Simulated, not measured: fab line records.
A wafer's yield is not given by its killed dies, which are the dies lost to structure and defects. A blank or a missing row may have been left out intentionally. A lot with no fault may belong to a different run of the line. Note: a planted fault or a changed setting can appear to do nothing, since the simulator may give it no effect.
Which tool was responsible? ; flow nandHarc ; Sampling: 7 lots, 21 wafers, 3 of 1159 route steps

## WHAT THE GAUGES SHOWED, per wafer
NHARC_P_STI_CD_MEAS_09 targets a cd of 200 nm.
lot;measured;on;cdNm (nm)
L346;day 2 13:46;cdSem-03;200.3 199.6 201.9
L349;day 3 12:06;cdSem-03;201.7 200.8 200.1
L351;day 3 20:29;cdSem-01;199.5 198.4 200.3
L355;day 5 02:16;cdSem-02;178.4 175.7 177.1
L361;day 6 08:19;cdSem-03;197.4 200.9 200.9
L365;day 7 11:05;cdSem-01;198.7 200.2 197.2
L368;day 8 04:49;cdSem-03;197.2 196.6 199.2

## TOOL THAT RAN EACH LOT (tool first, then ch and the chambers of the sampled wafers, then the start)
lot;NHARC_P_ZERO_WELL_ETCH_62;NHARC_P_STI_PEB_07
L346;rieDiel-13 ch 0,1,3, day 2 13:41 or earlier;lithoTrack-02 ch 0, day 2 13:41
L349;rieDiel-13 ch 2,3, day 3 12:01 or earlier;lithoTrack-05 ch 0, day 3 12:01
L351;rieDiel-02 ch 0,1, day 3 20:23 or earlier;lithoTrack-07 ch 0, day 3 20:23
L355;rieDiel-13 ch 0,1,2, day 5 02:11 or earlier;lithoTrack-02 ch 0, day 5 02:11
L361;rieDiel-02 ch 0,1, day 6 08:13 or earlier;lithoTrack-07 ch 0, day 6 08:13
L365;rieDiel-13 ch 0,2, day 7 11:01 or earlier;lithoTrack-07 ch 0, day 7 11:01
L368;rieDiel-09 ch 0,1,2, day 8 04:43 or earlier;lithoTrack-07 ch 0, day 8 04:43
- NHARC_P_ZERO_WELL_ETCH_62: etches the open film in CHF3/Ar, target depth 13 nm, time 6.5 s.
- NHARC_P_STI_PEB_07: peb time 80 s.

## THE ANSWER, worked out from the rows above alone
Rule: the usual values come from the lots themselves. The widest of any qualifying gaps counts: lots, ordered by their means at a reading, are off when they make up no more than a third of the lots, leave a main group of 4 or more, and stand apart from it by 3 or more times the standard deviation of that group's means. If all means in a main group match to the digits the tables above print for the reading, that group is not used. Also off: a lot with no number at a reading for which 4 or more lots have one. Any other lot the step has rows for is counted as sound.
Off: L355 (NHARC_P_STI_CD_MEAS_09, cdNm). The main group has a mean of 199.5 nm with a standard deviation of 1.1.
If a tool, at a process step before that reading, ran all the lots that are off and no sound lot after the first of them, it fits. Those tools and the gauges at NHARC_P_STI_CD_MEAS_09 are tried in the same way. Because NHARC_P_ZERO_WELL_ETCH_62 lacks a start for some lots, the hours and order of its lots are taken from NHARC_P_STI_PEB_07. This does not decide it: 2 tools fit, namely lithoTrack-02 at NHARC_P_STI_PEB_07 and cdSem-02 at NHARC_P_STI_CD_MEAS_09.

## WHAT WAS PUT IN BY THE SIMULATOR
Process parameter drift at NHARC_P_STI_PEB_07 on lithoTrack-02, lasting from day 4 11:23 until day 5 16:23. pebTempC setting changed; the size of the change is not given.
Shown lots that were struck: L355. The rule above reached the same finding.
